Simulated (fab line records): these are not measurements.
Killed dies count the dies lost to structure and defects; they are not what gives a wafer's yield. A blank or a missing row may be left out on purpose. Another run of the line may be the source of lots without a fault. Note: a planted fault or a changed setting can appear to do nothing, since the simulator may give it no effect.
fab line records	flow n5-finfet	part 2 of 2: steps 5 to 6 of 6
record: lots: 17	wafers: 51	last-day: 17
route steps=1938 shown PMOS_HMC_CHANNEL_EPI@70 FIN_SAQP@126
lots untouched by any fault: they come from a run of this same line in which no faults occurred
start-h: hours from the record's opening day to when the first of the lot's shown wafers began	wait-h: how many hours have passed since the lot's step before this one	" repeats the value in the row above	L1.1+2: a row that stands for several wafers	- no value, or no start was given	* or withheld: withheld	< > ~ a bound
route shown NAME@n: a module of which the file shows steps, and the number in the route of the first	usual: the fault-free wafers' mean and standard deviation	same: alike in all rows	chamber/n: place in a boat	sites: per-site readings	_std_site: the values' standard deviation	_edge_site: outer sites' mean less inner sites'	radius-mm: how far each site lies from the wafer's centre	mask NAME#n: copy n	behind: the most recent tool/chamber to have shaped the wafer	hold: why the lot went on hold/how many hours it stayed there/how the hold came to an end	device: transistor that didn't switch, given as n, p or np	end of line: the same wafers' tests at the end of the route	for a step that has no rows: nothing shown but its recipe	killed: the dies lost at the first sort to structure and to defects; this is not the yield of the wafer	map: per-die view of a wafer (x killed, . not killed, _ where there is no die)
set.NAME: setting as actually run; set.NAME@STEP: the setting as run at that earlier step	model.NAME: the simulator's own value behind a step, which no gauge read
a sample of lots followed through the steps of the route, with each step as a table and each wafer as a row
services: from which hour (start-h, from the record's first day; less than 0 if before it) a tool's chamber was out of use, for how many hours, and why
== steps ==
step: N5_FIN_SAQP_MANDREL2_REMOVE_60
recipe: chemistry: HBr/Cl2/O2	bt-time-s: 10	target: a-Si	stop-on: SiNx	endpoint: OES-SiCl	over-etch-frac: 1	icp-w: 600	bias-w: 22	HBr_flow_sccm: 150	Cl2_flow_sccm: 80	O2_flow_sccm: 5	pressure-mtorr: 10
usual: HBr_flow_sccm: 150.1/0.45	chamber-pressure-mTorr: 10.000/0.0095	drypump-motor-current-A: 5.6/0.54	oes-product-au: 0.999/0.019	throttle-valve-pct: 36.9/0.35
lot.wafer	tool	chamber	start-h	wait-h	HBr_flow_sccm	chamber-pressure-mTorr	drypump-motor-current-A	oes-product-au	rf-hours-counter-h	throttle-valve-pct
L074.2	rie-si-03	0	25.88	0.1	149.7	9.991	5.1	1.015	80	36.9
L074.4	"	3	"	"	150.2	9.991	6.6	0.998	24	37.0
L074.5	"	1	"	"	150.2	9.994	4.8	0.966	-	37.6
L076.3	rie-si-06	3	38.32	0.1	150.2	9.978	5.5	0.999	77	36.4
L076.5	"	3	"	"	149.6	9.993	5.5	0.999	-	36.4
L076.6	"	0	"	"	151.4	9.989	5.6	0.997	-	37.2
L077.2	rie-si-06	1	43.82	0.1	149.5	9.987	5.7	1.002	67	36.9
L077.3	"	3	"	"	150.4	10.009	5.5	1.005	77	36.4
L077.4	"	2	"	"	149.5	9.993	5.2	1.029	133	36.9
L079.2	rie-si-06	1	57.04	0.1	149.9	9.993	5.7	0.998	68	36.9
L079.3	"	2	"	"	150.9	10.008	5.2	1.013	133	36.9
L079.6	"	3	"	"	150.3	10.005	5.5	1.001	-	36.4
L082.1	rie-si-01	2	73.62	0.1	149.9	10.005	5.3	1.031	2	36.4
L082.2	"	0	"	"	150.0	9.973	5.8	0.992	86	36.7
L082.3	"	1	"	"	149.7	10.005	6.7	0.999	102	36.6
L083.2	rie-si-01	0	79.67	0.1	150.0	9.992	5.8	0.993	86	36.7
L083.5	"	2	"	"	150.4	10.001	5.3	1.029	-	36.4
L083.6	"	3	"	"	149.9	10.009	6.0	0.980	-	37.0
L084.2	rie-si-06	1	86.32	0.1	149.7	10.016	5.7	0.985	68	36.9
L084.3	"	3	"	"	150.3	10.004	5.5	0.996	78	36.4
L084.4	"	2	"	"	150.4	10.011	5.2	1.017	134	36.8
L086.1	rie-si-06	2	100.44	0.1	150.0	9.993	5.2	1.029	134	36.9
L086.2	"	0	"	"	150.1	10.005	5.6	1.019	23	37.2
L086.6	"	1	"	"	150.2	9.995	5.7	0.995	-	36.9
L087.1	rie-si-03	3	106.55	0.1	150.1	10.012	6.6	1.012	26	37.0
L087.2	"	2	"	"	149.6	10.001	5.5	1.010	50	36.8
L087.4	"	0	"	"	149.6	9.987	5.1	1.015	81	36.9
L088.2	rie-si-01	1	109.63	0.1	150.4	10.002	6.7	0.997	102	36.6
L088.5	"	2	"	"	149.9	10.003	5.3	1.028	-	36.4
L088.6	"	3	"	"	150.0	9.996	6.0	0.993	-	37.0
L089.1	rie-si-01	1	115.38	0.1	150.6	9.989	6.7	0.995	102	36.6
L089.4	"	2	"	"	150.0	9.988	5.3	1.025	3	36.4
L089.6	"	2	"	"	150.1	9.984	5.3	1.027	-	36.4
L090.1	rie-si-06	3	122.14	0.1	149.2	9.982	5.5	0.985	78	36.4
L090.3	"	0	"	"	149.7	9.996	5.6	1.007	24	37.2
L090.5	"	1	"	"	150.6	9.986	5.7	0.982	-	36.9
L092.2	rie-si-03	3	133.63	0.1	149.8	9.995	6.6	0.988	26	37.0
L092.4	"	1	"	"	150.3	10.003	4.8	0.958	28	37.6
L092.6	"	2	"	"	150.3	9.996	5.5	1.000	-	36.8
L093.2	rie-si-03	0	139.54	0.1	150.7	10.018	5.1	1.015	82	36.9
L093.3	"	2	"	"	149.9	10.000	5.5	1.010	50	36.8
L093.5	"	0	"	"	149.9	10.000	5.1	1.017	-	36.9
L094.1	rie-si-01	1	146.16	0.1	150.2	10.000	6.7	0.984	103	36.6
L094.5	"	2	"	"	150.4	9.996	5.3	1.021	-	36.4
L094.6	"	1	"	"	149.6	10.012	6.7	0.996	-	36.6
L096.2	rie-si-01	0	157.82	0.1	149.4	9.992	5.8	1.003	87	36.7
L096.4	"	2	"	"	149.8	9.993	5.2	1.017	4	36.4
L096.6	"	0	"	"	149.7	10.010	5.8	0.994	-	36.7
L097.3	rie-si-01	0	163.63	0.1	150.6	10.003	5.8	1.002	87	36.7
L097.5	"	0	"	"	150.5	10.004	5.7	0.986	-	36.7
L097.6	"	3	"	"	149.7	10.009	6.0	0.993	-	37.0
step: N5_FIN_SAQP_ETCH_34
recipe: chemistry: C4F6/O2	target: SiO2	target-depth-a: 450	time-s: 15	ion-energy-ev: 250	pressure-mtorr: 30	source-w: 345	bias-w: 185	Ar_flow_sccm: 300	C4F6_flow_sccm: 10	O2_flow_sccm: 10	ends: cleared
usual: chamber-pressure-mTorr: 30.001/0.028	drypump-motor-current-A: 5.5/0.38	etch-rf-on-time-s: 15.0/0.33	oes-product-au: 0.66/0.068	rf-vpp-V: 679/27	showerhead-plenum-p-Torr: 2.85/0.095	throttle-valve-pct: 21.09/0.2
lot.wafer	tool	chamber	start-h	wait-h	chamber-pressure-mTorr	drypump-motor-current-A	etch-rf-on-time-s	oes-product-au	rf-hours-counter-h	rf-vpp-V	showerhead-plenum-p-Torr	throttle-valve-pct
L074.2	rie-diel-04	3	26.11	0.0	30.020	5.1	15.1	0.61	203	654	2.93	20.89
L074.4	"	1	"	"	30.010	5.6	15.2	0.62	189	655	2.74	21.22
L074.5	"	1	"	"	30.001	5.6	15.2	0.61	-	655	2.74	21.20
L076.3	rie-diel-05	1	38.55	0.0	29.991	5.6	15.4	0.74	24	665	2.80	20.82
L076.5	"	2	"	"	29.940	5.7	14.7	0.71	-	656	2.65	21.41
L076.6	"	1	"	"	29.971	5.6	15.5	0.73	-	667	2.80	20.84
L077.2	rie-diel-05	2	44.36	0.0	30.004	5.7	14.6	0.71	97	655	2.65	21.41
L077.3	"	3	"	"	29.984	5.0	14.2	0.64	174	653	2.92	20.93
L077.4	"	0	"	"	30.009	4.9	14.6	0.63	153	651	2.71	21.05
L079.2	rie-diel-04	3	57.27	0.0	30.012	5.1	15.0	0.60	216	654	2.93	20.93
L079.3	"	1	"	"	30.024	5.6	15.2	0.61	195	656	2.74	21.24
L079.6	"	2	"	"	30.014	5.7	15.5	0.62	-	705	2.97	21.49
L082.1	rie-diel-04	0	73.85	0.0	30.027	6.0	15.2	0.58	226	684	2.96	21.26
L082.2	"	1	"	"	30.054	5.6	15.2	0.61	201	655	2.74	21.24
L082.3	"	2	"	"	30.027	5.6	15.2	0.62	196	706	2.97	21.50
L083.2	rie-diel-05	2	79.90	0.0	30.023	5.7	14.8	0.69	109	656	2.65	21.43
L083.5	"	0	"	"	29.996	4.9	14.6	0.63	-	651	2.71	21.05
L083.6	"	1	"	"	29.953	5.6	15.5	0.72	-	666	2.80	20.85
L084.2	rie-diel-04	2	86.55	0.0	30.056	5.7	15.3	0.62	200	706	2.96	21.49
L084.3	"	0	"	"	29.968	6.0	15.5	0.58	230	683	2.96	21.26
L084.4	"	3	"	"	30.017	5.0	14.9	0.60	226	654	2.92	20.96
L086.1	rie-diel-01	1	100.75	0.0	29.971	5.2	15.1	0.66	124	655	2.85	21.10
L086.2	"	0	"	"	29.975	6.0	15.0	0.84	10	719	2.79	20.77
L086.6	"	2	"	"	29.988	5.4	14.7	0.75	-	701	2.90	20.95
L087.1	rie-diel-01	2	106.79	0.0	29.956	5.4	14.5	0.75	44	702	2.90	20.98
L087.2	"	1	"	"	30.032	5.2	14.9	0.66	126	655	2.85	21.11
L087.4	"	0	"	"	30.023	6.0	14.9	0.83	12	718	2.79	20.78
L088.2	rie-diel-05	0	109.86	0.0	30.011	4.9	14.5	0.62	175	651	2.70	21.06
L088.5	"	0	"	"	29.964	4.8	14.5	0.63	-	650	2.70	21.08
L088.6	"	1	"	"	29.972	5.5	15.4	0.71	-	666	2.79	20.86
L089.1	rie-diel-01	2	115.61	0.0	30.045	5.4	14.5	0.75	46	702	2.90	20.97
L089.4	"	1	"	"	30.032	5.2	15.0	0.66	128	655	2.85	21.11
L089.6	"	0	"	"	30.020	6.0	14.9	0.83	-	720	2.79	20.78
L090.1	rie-diel-01	1	122.46	0.0	29.976	5.2	15.2	0.65	131	656	2.84	21.10
L090.3	"	3	"	"	30.040	5.9	15.2	0.61	183	716	2.94	21.13
L090.5	"	1	"	"	29.998	5.2	15.2	0.65	-	655	2.84	21.09
L092.2	rie-diel-05	3	134.12	0.0	29.977	5.0	14.5	0.61	205	652	2.91	20.99
L092.4	"	1	"	"	29.991	5.6	15.6	0.69	57	667	2.79	20.87
L092.6	"	3	"	"	29.997	5.0	14.6	0.61	-	651	2.91	20.99
L093.2	rie-diel-01	0	139.80	0.0	29.983	6.0	15.2	0.79	23	720	2.79	20.79
L093.3	"	2	"	"	29.986	5.4	14.8	0.75	54	701	2.89	20.97
L093.5	"	2	"	"	30.009	5.4	14.5	0.75	-	702	2.89	20.99
L094.1	rie-diel-05	3	146.60	0.0	30.003	5.0	14.4	0.61	209	654	2.91	20.99
L094.5	"	3	"	"	29.967	5.0	14.6	0.62	-	651	2.91	20.99
L094.6	"	2	"	"	30.018	5.7	14.8	0.67	-	654	2.63	21.47
L096.2	rie-diel-01	3	158.09	0.0	30.033	5.9	15.1	0.61	198	714	2.94	21.15
L096.4	"	2	"	"	29.958	5.4	14.7	0.73	61	701	2.89	20.98
L096.6	"	1	"	"	29.965	5.2	15.1	0.64	-	655	2.84	21.12
L097.3	rie-diel-01	3	163.87	0.0	29.993	6.0	15.1	0.61	199	714	2.93	21.15
L097.5	"	3	"	"	29.942	6.0	15.2	0.60	-	714	2.93	21.13
L097.6	"	2	"	"	29.990	5.4	14.6	0.73	-	702	2.89	21.00
== services ==
tool	chamber	start-h	hours	kind
rie-diel-03	2	0.74	5.6	repair
rie-si-06	0	9.92	10.5	repair
rie-diel-06	-	14.93	7.7	repair
rie-si-01	-	26.61	0.3	repair
rie-diel-06	1	37.09	11.4	repair
rie-diel-03	1	38.14	5.2	repair
rie-diel-06	-	39.86	0.6	repair
rie-diel-04	1	40.26	9.4	repair
rie-diel-03	-	41.84	0.5	repair
rie-diel-01	-	42.74	2.8	pm
rie-diel-02	2	45.01	8.6	repair
rie-diel-01	0	53.24	-	clean
rie-diel-01	0	53.24	-	consumable-replace:focus-ring
rie-diel-01	0	53.24	17.3	scheduled-down
rie-diel-06	1	63.75	8.0	repair
rie-diel-04	-	64.98	1.1	repair
rie-diel-01	1	81.27	3.3	repair
rie-diel-03	3	88.50	7.6	repair
rie-si-03	-	113.85	4.3	pm
rie-diel-02	-	142.37	0.3	repair
rie-diel-05	0	148.21	4.6	repair
rie-si-01	0	151.42	4.4	repair
rie-si-06	0	154.82	14.8	repair
rie-si-03	0	160.94	1.2	repair
